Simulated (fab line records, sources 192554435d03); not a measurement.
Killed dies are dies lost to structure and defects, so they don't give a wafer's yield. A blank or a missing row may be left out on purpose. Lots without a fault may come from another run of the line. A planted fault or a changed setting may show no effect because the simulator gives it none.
fab line records | flow n5_finfet
record lots=24 wafers=72 last_day=17
route steps=1938 shown BEOL_M12@1619 BEOL_M13@1689
lots that met no fault: from a run of the same line without faults
start_h: hours from the record's first day to the start of the lot's first wafer shown | wait_h: hours since the lot's step before | " the same as in the row above | L1.1+2: a row that stands for several wafers | - no value, or no start given | * or withheld: withheld | < > ~ a bound
route shown NAME@n: a module of which the file shows steps, and the number in the route of the first | usual: mean/standard deviation of fault-free wafers | same: alike in all rows | chamber/n: place in a boat | sites: the reading at each site | _std_site: their standard deviation | _edge_site: outer sites' mean less inner sites' | radius_mm: how far each site lies from the wafer's centre | mask NAME#n: copy n | behind: the tool/chamber that last shaped the wafer | hold: why the lot was held/for how many hours/how that ended | device: the transistor (n, p or np) that didn't switch | end of line: the same wafers' tests at the end of the route | a step without rows: its recipe alone | killed: dies lost to structure and defects at the first sort, not the wafer's yield | map: a wafer's dies, x killed, . not, _ none there
set.NAME: the setting as run; set.NAME@STEP: as run at that earlier step | model.NAME: the simulator's own value behind a step, which no gauge read
steps of the route over a sample of lots; a table a step, a row a wafer
services: from which hour (start_h, from the record's first day; less than 0 if before it) a tool's chamber was out of use, for how many hours, and why
## steps
# step N5_BEOL_M12_STRIP_64
# recipe chemistry=N2/H2 power_w=1000 temp_c=250 h2_frac=0.65 overash_fraction=0.3 pressure_mtorr=withheld n2_flow_sccm=1750 h2_flow_sccm=3250
# usual drypump_motor_current_A=5.9/0.82 h2_flow_sccm=3249/10 heater_power_w=326/13 oes_product_au=0.714/0.0048 strip_time_to_endpoint_s=31.38/0.073
# columns lot.wafer tool chamber start_h wait_h drypump_motor_current_A h2_flow_sccm heater_power_w oes_product_au rf_hours_counter_h strip_time_to_endpoint_s
L076.3 plasma_asher-02 0 243.77 0.0 6.7 3249 331 0.716 - 31.33
L076.5 " 1 " " 4.8 3247 307 0.709 - 31.33
L076.6 " 0 " " 6.7 3259 332 0.713 - 31.35
L075.1 plasma_asher-02 1 244.38 0.0 4.8 3255 311 0.712 75 31.23
L075.2 " 0 " " 6.7 3259 336 0.714 75 31.24
L075.5 " 0 " " 6.7 3251 319 0.718 - 31.22
L074.2 plasma_asher-02 0 244.62 0.0 6.7 3263 324 0.707 75 31.39
L074.4 " 1 " " 4.8 3238 307 0.708 - 31.37
L074.5 " 0 " " 6.7 3250 329 0.711 - 31.34
L077.2 plasma_asher-02 0 258.25 0.0 6.7 3252 323 0.715 80 31.33
L077.3 " 0 " " 6.7 3249 327 0.719 - 31.37
L077.4 " 1 " " 4.8 3249 309 0.718 - 31.35
L078.2 plasma_asher-02 1 262.29 0.0 4.8 3255 311 0.709 81 31.39
L078.3 " 0 " " 6.7 3258 323 0.713 - 31.40
L078.4 " 1 " " 4.8 3257 303 0.713 - 31.45
L079.2 plasma_asher-01 1 263.39 0.0 6.5 3242 330 0.717 115 31.40
L079.3 " 0 " " 5.4 3238 340 0.723 - 31.27
L079.6 " 0 " " 5.4 3240 341 0.713 - 31.34
L080.3 plasma_asher-01 1 277.28 0.0 6.5 3256 325 0.705 - 31.23
L080.4 " 0 " " 5.4 3235 339 0.714 - 31.35
L080.6 " 1 " " 6.5 3252 328 0.719 - 31.41
L082.1 plasma_asher-02 1 280.39 0.0 4.8 3248 316 0.705 83 31.36
L082.2 " 0 " " 6.8 3234 338 0.712 83 31.39
L082.3 " 1 " " 4.8 3252 319 0.715 - 31.35
L081.3 plasma_asher-02 1 280.97 0.0 4.8 3247 309 0.712 - 31.37
L081.4 " 0 " " 6.7 3251 327 0.719 - 31.42
L081.6 " 0 " " 6.7 3243 330 0.720 - 31.38
L083.2 plasma_asher-02 1 284.04 0.0 4.8 3262 307 0.711 84 31.42
L083.5 " 1 " " 4.8 3267 319 0.710 - 31.36
L083.6 " 0 " " 6.8 3252 337 0.710 - 31.33
L084.2 plasma_asher-01 1 286.09 0.0 6.6 3240 314 0.715 119 31.29
L084.3 " 1 " " 6.6 3227 323 0.712 - 31.41
L084.4 " 0 " " 5.4 3244 344 0.716 - 31.32
L085.1 plasma_asher-01 0 311.89 0.0 5.4 3240 346 0.714 124 31.29
L085.4 " 0 " " 5.4 3233 351 0.715 - 31.33
L085.5 " 0 " " 5.3 3244 342 0.719 - 31.33
L086.1 plasma_asher-02 0 313.92 0.0 6.7 3248 332 0.708 91 31.27
L086.2 " 1 " " 4.8 3239 306 0.718 91 31.33
L086.6 " 1 " " 4.8 3241 311 0.721 - 31.37
L088.2 plasma_asher-02 1 323.95 0.0 4.8 3272 313 0.721 93 31.39
L088.5 " 0 " " 6.7 3250 327 0.715 - 31.33
L088.6 " 1 " " 4.8 3245 303 0.716 - 31.42
L087.1 plasma_asher-02 0 325.38 0.0 6.7 3239 336 0.707 93 31.51
L087.2 " 1 " " 4.8 3231 303 0.711 93 31.52
L087.4 " 1 " " 4.8 3238 319 0.719 - 31.50
L089.1 plasma_asher-01 1 334.51 0.0 6.5 3257 324 0.714 129 31.35
L089.4 " 1 " " 6.6 3258 325 0.712 - 31.33
L089.6 " 0 " " 5.4 3247 335 0.704 - 31.33
L090.1 plasma_asher-01 0 338.78 0.0 5.4 3256 347 0.718 130 31.59
L090.3 " 0 " " 5.4 3258 331 0.720 - 31.44
L090.5 " 1 " " 6.5 3259 318 0.716 - 31.39
L091.2 plasma_asher-02 1 339.41 0.0 4.8 3255 316 0.708 96 31.32
L091.4 " 1 " " 4.8 3244 315 0.707 - 31.39
L091.6 " 1 " " 4.8 3243 316 0.715 - 31.35
L092.2 plasma_asher-02 1 351.32 0.0 4.8 3252 309 0.718 98 31.50
L092.4 " 1 " " 4.8 3256 310 0.724 - 31.45
L092.6 " 0 " " 6.7 3240 330 0.711 - 31.37
L094.1 plasma_asher-01 0 360.39 0.0 5.4 3259 335 0.718 135 31.48
L094.5 " 0 " " 5.4 3241 347 0.714 - 31.43
L094.6 " 1 " " 6.6 3271 320 0.717 - 31.37
L093.2 plasma_asher-01 0 361.16 0.0 5.4 3263 347 0.719 135 31.51
L093.3 " 1 " " 6.5 3250 314 0.704 - 31.49
L093.5 " 0 " " 5.4 3266 346 0.724 - 31.34
L095.1 plasma_asher-01 1 372.08 0.0 6.6 3240 323 0.708 137 31.39
L095.2 " 0 " " 5.4 3238 336 0.714 137 31.40
L095.5 " 0 " " 5.4 3240 349 0.711 - 31.37
L097.3 plasma_asher-01 1 373.68 0.0 6.5 3229 322 0.718 - 31.33
L097.5 " 1 " " 6.6 3255 325 0.722 - 31.38
L097.6 " 0 " " 5.4 3252 351 0.708 - 31.40
L096.2 plasma_asher-01 0 374.60 0.0 5.4 3255 343 0.714 138 31.51
L096.4 " 1 " " 6.6 3260 322 0.720 - 31.46
L096.6 " 0 " " 5.4 3239 330 0.724 - 31.39
# step N5_BEOL_M12_ETCH_38
# recipe chemistry=CF4/N2 target=SiCN target_depth_a=687 taper_deg=2 time_s=73.4 ion_energy_ev=150 mask_material=SiO2 pressure_mtorr=40 source_w=430 bias_w=70 Ar_flow_sccm=100 cf4_flow_sccm=60 n2_flow_sccm=60
# usual drypump_motor_current_A=5.5/0.39 oes_product_au=0.81/0.081 rf_vpp_V=382.3/2.4 showerhead_plenum_p_Torr=2.21/0.086 throttle_valve_pct=15.35/0.28
# columns lot.wafer tool chamber start_h wait_h drypump_motor_current_A oes_product_au rf_hours_counter_h rf_vpp_V showerhead_plenum_p_Torr throttle_valve_pct
L076.3 rie_diel-01 1 248.38 - 5.2 0.71 178 382.7 2.19 15.58
L076.5 " 2 " " 5.4 0.81 - 382.5 2.22 15.33
L076.6 " 3 " " 6.0 0.69 - 385.0 2.26 15.63
L075.1 rie_diel-04 2 248.61 - 5.7 0.91 7 383.8 2.26 15.42
L075.2 " 3 " " 5.0 0.89 26 383.1 2.25 14.90
L075.5 " 0 " " 6.0 0.85 - 382.9 2.25 15.18
L074.2 rie_diel-01 3 251.71 - 5.9 0.69 224 385.0 2.26 15.62
L074.4 " 2 " " 5.4 0.82 98 382.0 2.22 15.35
L074.5 " 0 " " 6.0 0.84 - 381.5 2.15 15.23
L077.2 rie_diel-04 2 260.51 - 5.7 0.89 12 384.2 2.26 15.47
L077.3 " 1 " " 5.6 0.91 22 385.7 2.35 15.20
L077.4 " 3 " " 5.0 0.90 31 382.0 2.25 14.92
L078.2 rie_diel-05 3 266.01 - 5.0 0.69 250 382.2 2.25 15.62
L078.3 " 2 " " 5.7 0.76 175 379.1 2.03 15.87
L078.4 " 1 " " 5.5 0.74 103 380.7 2.13 15.26
L079.2 rie_diel-04 0 266.19 - 6.0 0.84 45 383.4 2.25 15.20
L079.3 " 3 " " 5.1 0.89 35 384.4 2.25 14.92
L079.6 " 2 " " 5.7 0.89 - 383.3 2.26 15.45
L080.3 rie_diel-01 0 278.93 - 6.0 0.84 70 379.8 2.15 15.23
L080.4 " 1 " " 5.2 0.71 184 382.4 2.18 15.59
L080.6 " 1 " " 5.2 0.71 - 380.5 2.18 15.56
L082.1 rie_diel-04 0 281.79 - 6.0 0.83 50 382.5 2.25 15.22
L082.2 " 3 " " 5.1 0.88 41 381.6 2.24 14.94
L082.3 " 2 " " 5.7 0.88 22 382.7 2.25 15.46
L081.3 rie_diel-05 0 282.39 - 4.9 0.70 231 379.5 2.10 15.74
L081.4 " 1 " " 5.6 0.74 - 382.6 2.13 15.27
L081.6 " 0 " " 4.8 0.69 - 378.7 2.10 15.75
L083.2 rie_diel-04 3 287.84 - 5.0 0.87 44 382.1 2.24 14.95
L083.5 " 3 " " 5.0 0.87 - 383.0 2.24 14.94
L083.6 " 0 " " 6.0 0.81 - 383.5 2.25 15.22
L084.2 rie_diel-04 3 288.92 - 5.0 0.86 45 383.0 2.24 14.95
L084.3 " 2 " " 5.7 0.85 25 382.0 2.25 15.49
L084.4 " 1 " " 5.6 0.89 31 385.9 2.34 15.24
L085.1 rie_diel-05 2 313.09 - 5.7 0.74 195 377.0 2.03 15.93
L085.4 " 1 " " 5.6 0.71 124 379.6 2.13 15.30
L085.5 " 2 " " 5.7 0.74 - 376.8 2.03 15.92
L086.1 rie_diel-04 0 320.78 - 6.0 0.81 62 381.7 2.24 15.24
L086.2 " 1 " " 5.6 0.87 41 384.8 2.34 15.26
L086.6 " 3 " " 5.0 0.85 - 383.9 2.24 14.97
L088.2 rie_diel-05 1 328.37 - 5.6 0.72 128 379.6 2.13 15.31
L088.5 " 3 " " 5.0 0.93 - 384.3 2.25 15.13
L088.6 " 2 " " 5.7 0.73 - 377.4 2.02 15.95
L087.1 rie_diel-04 3 328.46 - 5.0 0.85 58 383.1 2.24 14.95
L087.2 " 2 " " 5.7 0.85 38 383.4 2.25 15.49
L087.4 " 0 " " 6.0 0.81 65 384.0 2.24 15.23
L089.1 rie_diel-05 3 337.40 - 5.0 0.93 11 383.1 2.25 15.14
L089.4 " 1 " " 5.5 0.71 131 380.3 2.13 15.32
L089.6 " 3 " " 5.0 0.94 - 383.1 2.25 15.14
L090.1 rie_diel-05 1 343.09 - 5.6 0.71 133 379.7 2.12 15.33
L090.3 " 2 " " 5.7 0.74 205 376.5 2.02 15.94
L090.5 " 2 " " 5.7 0.74 - 378.2 2.02 15.97
L091.2 rie_diel-04 3 343.47 - 5.0 0.84 63 382.2 2.24 14.97
L091.4 " 2 " " 5.6 0.84 43 383.6 2.25 15.50
L091.6 " 3 " " 5.1 0.85 - 382.1 2.24 14.97
L092.2 rie_diel-01 1 352.56 - 5.2 0.70 214 381.5 2.17 15.64
L092.4 " 0 " " 6.0 0.81 96 380.5 2.14 15.30
L092.6 " 0 " " 6.0 0.81 - 380.9 2.14 15.29
L094.1 rie_diel-05 1 362.04 - 5.6 0.71 142 380.5 2.12 15.33
L094.5 " 0 " " 4.9 0.98 - 385.5 2.36 15.25
L094.6 " 1 " " 5.6 0.71 - 381.1 2.12 15.32
L093.2 rie_diel-04 1 364.30 - 5.6 0.86 56 386.0 2.33 15.29
L093.3 " 2 " " 5.7 0.83 52 382.4 2.24 15.53
L093.5 " 1 " " 5.6 0.85 - 386.0 2.33 15.29
L095.1 rie_diel-05 1 374.52 - 5.6 0.70 146 378.9 2.12 15.34
L095.2 " 3 " " 5.0 0.89 26 381.6 2.24 15.17
L095.5 " 3 " " 5.0 0.89 - 383.0 2.24 15.17
L097.3 rie_diel-04 1 376.35 - 5.6 0.85 61 384.7 2.33 15.29
L097.5 " 3 " " 5.1 0.83 - 383.1 2.23 15.02
L097.6 " 0 " " 6.0 0.79 - 383.9 2.24 15.28
L096.2 rie_diel-04 0 376.96 - 6.0 0.79 82 382.2 2.24 15.28
L096.4 " 3 " " 5.0 0.83 76 384.4 2.23 15.00
L096.6 " 0 " " 6.1 0.78 - 381.8 2.24 15.27
# step N5_BEOL_M13_CD_MEAS_28
# recipe target_cd_nm=209.5 landing_energy_ev=500 detector=se_inlens
# usual cd_nm=209.7/1.6
# columns lot.wafer tool chamber start_h wait_h cd_nm
L076.3 cd_sem-01 0 252.43 - 212.6
L076.5 " 0 " " 210.1
L076.6 " 0 " " 209.7
L075.1 cd_sem-01 0 254.03 - 211.1
L075.2 " 0 " " 209.9
L075.5 " 0 " " 210.0
L074.2 cd_sem-01 0 257.27 - 208.5
L074.4 " 0 " " 208.0
L074.5 " 0 " " 209.1
L077.2 cd_sem-01 0 263.65 - 209.4
L077.3 " 0 " " 214.1
L077.4 " 0 " " 209.3
L078.2 cd_sem-01 0 269.39 - 210.5
L078.3 " 0 " " 208.8
L078.4 " 0 " " 211.1
L079.2 cd_sem-02 0 273.81 - 208.9
L079.3 " 0 " " 209.9
L079.6 " 0 " " 210.5
L080.3 cd_sem-01 0 283.00 - 207.4
L080.4 " 0 " " 209.7
L080.6 " 0 " " 208.6
L082.1 cd_sem-03 0 285.24 - 212.0
L082.2 " 0 " " 209.6
L082.3 " 0 " " 208.1
L081.3 cd_sem-03 0 286.09 - 210.2
L081.4 " 0 " " 208.6
L081.6 " 0 " " 208.1
L083.2 cd_sem-02 0 291.39 - 211.6
L083.5 " 0 " " 209.9
L083.6 " 0 " " 210.5
L084.2 cd_sem-01 0 292.34 - 208.8
L084.3 " 0 " " 211.1
L084.4 " 0 " " 209.4
L085.1 cd_sem-01 0 316.28 - 209.8
L085.4 " 0 " " 209.6
L085.5 " 0 " " 211.1
L086.1 cd_sem-03 0 323.91 - 210.8
L086.2 " 0 " " 208.1
L086.6 " 0 " " 209.3
L088.2 cd_sem-03 0 332.27 - 212.5
L088.5 " 0 " " 210.0
L088.6 " 0 " " 212.8
L087.1 cd_sem-02 0 332.43 - 210.8
L087.2 " 0 " " 209.8
L087.4 " 0 " " 211.5
L089.1 cd_sem-02 0 340.88 - 209.9
L089.4 " 0 " " 208.9
L089.6 " 0 " " 209.4
L090.1 cd_sem-02 0 346.60 - 209.3
L090.3 " 0 " " 208.6
L090.5 " 0 " " 209.4
L091.2 cd_sem-01 0 348.80 - 210.2
L091.4 " 0 " " 208.3
L091.6 " 0 " " 209.2
L092.2 cd_sem-02 0 355.78 - 211.3
L092.4 " 0 " " 207.1
L092.6 " 0 " " 210.4
L094.1 cd_sem-01 0 366.81 - 208.6
L094.5 " 0 " " 209.3
L094.6 " 0 " " 205.9
L093.2 cd_sem-01 0 367.58 - 213.0
L093.3 " 0 " " 208.8
L093.5 " 0 " " 209.6
L095.1 cd_sem-02 0 378.15 - 209.6
L095.2 " 0 " " 208.2
L095.5 " 0 " " 210.0
L097.3 cd_sem-01 0 380.60 - 209.7
L097.5 " 0 " " 208.4
L097.6 " 0 " " 210.2
L096.2 cd_sem-03 0 381.33 - 209.4
L096.4 " 0 " " 209.1
L096.6 " 0 " " 210.3
# step N5_BEOL_M13_SPUTTER_43
# recipe material=TaN target_thk_a=150 temp_c=50 bias_v=168.6 power_w=15000 chamber_pressure_pa=0.12 time_s=24.19
# usual throttle_valve_pct=29.9/0.89
# columns lot.wafer tool chamber start_h wait_h throttle_valve_pct
L076.3 pvd_sputter-03 - 254.92 0.0 30.2
L076.5 " - " " 30.2
L076.6 " - " " 30.1
L075.1 pvd_sputter-03 - 256.18 0.0 30.0
L075.2 " - " " 30.0
L075.5 " - " " 30.1
L074.2 pvd_sputter-01 - 259.68 0.0 29.3
L074.4 " - " " 30.9
L074.5 " - " " 30.0
L077.2 pvd_sputter-03 - 265.10 0.0 30.2
L077.3 " - " " 28.6
L077.4 " - " " 30.2
L078.2 pvd_sputter-03 - 274.33 0.0 30.3
L078.3 " - " " 30.1
L078.4 " - " " 29.9
L079.2 pvd_sputter-01 - 275.23 0.0 29.3
L079.3 " - " " 29.8
L079.6 " - " " 32.1
L080.3 pvd_sputter-01 - 284.44 0.0 30.8
L080.4 " - " " 29.5
L080.6 " - " " 29.3
L082.1 pvd_sputter-03 - 288.16 0.0 30.2
L082.2 " - " " 29.6
L082.3 " - " " 30.0
L081.3 pvd_sputter-03 - 289.32 0.0 29.9
L081.4 " - " " 28.8
L081.6 " - " " 29.4
L083.2 pvd_sputter-02 - 296.33 0.0 27.8
L083.5 " - " " 30.9
L083.6 " - " " 29.5
L084.2 pvd_sputter-02 - 297.91 0.0 29.5
L084.3 " - " " 31.1
L084.4 " - " " 28.0
L085.1 pvd_sputter-02 - 321.54 0.0 31.0
L085.4 " - " " 27.6
L085.5 " - " " 29.3
L086.1 pvd_sputter-02 - 328.58 0.0 27.9
L086.2 " - " " 29.8
L086.6 " - " " 29.3
L088.2 pvd_sputter-03 - 335.27 0.0 30.3
L088.5 " - " " 29.9
L088.6 " - " " 28.8
L087.1 pvd_sputter-01 - 338.49 0.0 31.5
L087.2 " - " " 29.2
L087.4 " - " " 29.3
L089.1 pvd_sputter-01 - 343.29 0.0 30.9
L089.4 " - " " 29.9
L089.6 " - " " 30.7
L090.1 pvd_sputter-03 - 348.08 0.0 30.2
L090.3 " - " " 29.6
L090.5 " - " " 29.5
L091.2 pvd_sputter-01 - 354.28 0.0 29.6
L091.4 " - " " 29.4
L091.6 " - " " 31.0
L092.2 pvd_sputter-02 - 358.38 0.0 30.7
L092.4 " - " " 28.0
L092.6 " - " " 30.9
L094.1 pvd_sputter-03 - 369.31 0.0 30.1
L094.5 " - " " 30.0
L094.6 " - " " 29.4
L093.2 pvd_sputter-03 - 371.21 0.0 30.3
L093.3 " - " " 30.0
L093.5 " - " " 30.0
L095.1 pvd_sputter-02 - 382.08 0.0 29.8
L095.2 " - " " 29.6
L095.5 " - " " 29.8
L097.3 pvd_sputter-03 - 384.38 0.0 30.1
L097.5 " - " " 29.9
L097.6 " - " " 28.5
L096.2 pvd_sputter-01 - 384.60 0.0 31.6
L096.4 " - " " 31.1
L096.6 " - " " 30.9
# step N5_BEOL_M13_SPUTTER_44
# recipe material=Ta target_thk_a=100 temp_c=50 bias_v=80 power_w=15000 chamber_pressure_pa=0.07 time_s=16.13
# usual throttle_valve_pct=29.9/0.91
# columns lot.wafer tool chamber start_h wait_h throttle_valve_pct
L076.3 pvd_sputter-03 - 255.00 0.0 29.9
L076.5 " - " " 30.1
L076.6 " - " " 30.0
L075.1 pvd_sputter-03 - 256.26 0.0 30.2
L075.2 " - " " 30.1
L075.5 " - " " 29.8
L074.2 pvd_sputter-01 - 259.76 0.0 29.0
L074.4 " - " " 31.1
L074.5 " - " " 29.9
L077.2 pvd_sputter-03 - 265.18 0.0 30.4
L077.3 " - " " 28.6
L077.4 " - " " 30.0
L078.2 pvd_sputter-03 - 274.41 0.0 30.2
L078.3 " - " " 29.8
L078.4 " - " " 29.6
L079.2 pvd_sputter-01 - 275.31 0.0 29.5
L079.3 " - " " 29.8
L079.6 " - " " 31.6
L080.3 pvd_sputter-01 - 284.52 0.0 31.0
L080.4 " - " " 29.3
L080.6 " - " " 29.1
L082.1 pvd_sputter-03 - 288.24 0.0 30.2
L082.2 " - " " 29.8
L082.3 " - " " 30.2
L081.3 pvd_sputter-03 - 289.40 0.0 29.9
L081.4 " - " " 28.9
L081.6 " - " " 29.6
L083.2 pvd_sputter-02 - 296.41 0.0 27.9
L083.5 " - " " 31.0
L083.6 " - " " 29.5
L084.2 pvd_sputter-02 - 297.99 0.0 29.9
L084.3 " - " " 30.7
L084.4 " - " " 28.0
L085.1 pvd_sputter-02 - 321.62 0.0 31.2
L085.4 " - " " 27.7
L085.5 " - " " 29.6
L086.1 pvd_sputter-02 - 328.66 0.0 27.8
L086.2 " - " " 29.7
L086.6 " - " " 29.8
L088.2 pvd_sputter-03 - 335.35 0.0 30.3
L088.5 " - " " 29.9
L088.6 " - " " 28.7
L087.1 pvd_sputter-01 - 338.57 0.0 31.6
L087.2 " - " " 29.5
L087.4 " - " " 29.3
L089.1 pvd_sputter-01 - 343.37 0.0 30.9
L089.4 " - " " 29.7
L089.6 " - " " 31.0
L090.1 pvd_sputter-03 - 348.16 0.0 30.4
L090.3 " - " " 29.4
L090.5 " - " " 29.7
L091.2 pvd_sputter-01 - 354.36 0.0 29.6
L091.4 " - " " 29.3
L091.6 " - " " 31.2
L092.2 pvd_sputter-02 - 358.46 0.0 31.1
L092.4 " - " " 27.5
L092.6 " - " " 31.2
L094.1 pvd_sputter-03 - 369.39 0.0 29.9
L094.5 " - " " 30.4
L094.6 " - " " 29.3
L093.2 pvd_sputter-03 - 371.29 0.0 30.0
L093.3 " - " " 30.1
L093.5 " - " " 30.3
L095.1 pvd_sputter-02 - 382.16 0.0 29.5
L095.2 " - " " 29.6
L095.5 " - " " 29.8
L097.3 pvd_sputter-03 - 384.46 0.0 30.3
L097.5 " - " " 30.1
L097.6 " - " " 28.6
L096.2 pvd_sputter-01 - 384.68 0.0 31.7
L096.4 " - " " 31.1
L096.6 " - " " 31.1
# step N5_BEOL_M13_SPUTTER_45
# recipe material=Cu target_thk_a=800 temp_c=-20 bias_v=60 power_w=26000 chamber_pressure_pa=0.13 time_s=13.33
# usual throttle_valve_pct=29.8/0.91
# columns lot.wafer tool chamber start_h wait_h throttle_valve_pct
L076.3 pvd_sputter-03 - 255.08 0.0 30.1
L076.5 " - " " 29.7
L076.6 " - " " 29.9
L075.1 pvd_sputter-03 - 256.34 0.0 30.0
L075.2 " - " " 30.3
L075.5 " - " " 30.1
L074.2 pvd_sputter-01 - 259.84 0.0 29.3
L074.4 " - " " 31.0
L074.5 " - " " 29.8
L077.2 pvd_sputter-03 - 265.26 0.0 29.9
L077.3 " - " " 28.7
L077.4 " - " " 30.4
L078.2 pvd_sputter-03 - 274.49 0.0 30.1
L078.3 " - " " 30.0
L078.4 " - " " 29.4
L079.2 pvd_sputter-01 - 275.39 0.0 29.0
L079.3 " - " " 29.7
L079.6 " - " " 31.5
L080.3 pvd_sputter-01 - 284.60 0.0 31.0
L080.4 " - " " 29.5
L080.6 " - " " 29.2
L082.1 pvd_sputter-03 - 288.32 0.0 29.6
L082.2 " - " " 29.4
L082.3 " - " " 30.0
L081.3 pvd_sputter-03 - 289.48 0.0 30.0
L081.4 " - " " 28.5
L081.6 " - " " 29.2
L083.2 pvd_sputter-02 - 296.49 0.0 28.0
L083.5 " - " " 30.8
L083.6 " - " " 29.5
L084.2 pvd_sputter-02 - 298.07 0.0 29.8
L084.3 " - " " 31.2
L084.4 " - " " 27.9
L085.1 pvd_sputter-02 - 321.70 0.0 30.9
L085.4 " - " " 28.0
L085.5 " - " " 29.6
L086.1 pvd_sputter-02 - 328.74 0.0 27.7
L086.2 " - " " 29.8
L086.6 " - " " 29.7
L088.2 pvd_sputter-03 - 335.43 0.0 30.1
L088.5 " - " " 30.1
L088.6 " - " " 28.8
L087.1 pvd_sputter-01 - 338.65 0.0 31.6
L087.2 " - " " 29.3
L087.4 " - " " 29.3
L089.1 pvd_sputter-01 - 343.45 0.0 31.2
L089.4 " - " " 29.7
L089.6 " - " " 31.1
L090.1 pvd_sputter-03 - 348.24 0.0 30.2
L090.3 " - " " 29.3
L090.5 " - " " 29.3
L091.2 pvd_sputter-01 - 354.44 0.0 29.9
L091.4 " - " " 29.2
L091.6 " - " " 31.1
L092.2 pvd_sputter-02 - 358.54 0.0 31.1
L092.4 " - " " 27.4
L092.6 " - " " 31.1
L094.1 pvd_sputter-03 - 369.47 0.0 29.9
L094.5 " - " " 29.9
L094.6 " - " " 29.6
L093.2 pvd_sputter-03 - 371.37 0.0 29.9
L093.3 " - " " 30.0
L093.5 " - " " 29.8
L095.1 pvd_sputter-02 - 382.24 0.0 29.7
L095.2 " - " " 29.7
L095.5 " - " " 29.6
L097.3 pvd_sputter-03 - 384.54 0.0 30.1
L097.5 " - " " 30.2
L097.6 " - " " 28.7
L096.2 pvd_sputter-01 - 384.76 0.0 31.4
L096.4 " - " " 30.9
L096.6 " - " " 30.8
## services
# columns tool chamber start_h hours kind
plasma_asher-01 - 238.04 20.2 repair
rie_diel-05 0 245.48 11.8 repair
rie_diel-01 - 259.93 15.6 pm
rie_diel-05 3 266.21 - clean
rie_diel-05 3 266.21 - consumable_replace:focus_ring
rie_diel-05 3 266.21 19.3 scheduled_down
rie_diel-05 3 266.21 19.3 vent_cycle
rie_diel-01 1 286.84 1.3 repair
rie_diel-05 3 295.88 15.1 repair
rie_diel-01 0 311.92 8.4 repair
rie_diel-05 0 314.81 2.2 repair
plasma_asher-02 - 320.97 1.1 repair
plasma_asher-02 - 325.86 4.1 repair
rie_diel-01 3 337.19 - clean
rie_diel-01 3 337.19 - consumable_replace:focus_ring
rie_diel-05 0 342.27 - clean
rie_diel-05 0 342.27 - consumable_replace:focus_ring
rie_diel-05 0 342.27 - consumable_replace:showerhead
rie_diel-05 0 342.27 16.1 scheduled_down
rie_diel-05 0 342.27 16.1 vent_cycle
pvd_sputter-03 - 355.57 0.7 repair
pvd_sputter-02 - 365.16 1.1 repair
plasma_asher-02 - 370.14 9.7 repair
pvd_sputter-03 - 378.37 1.7 repair
## key
fault none
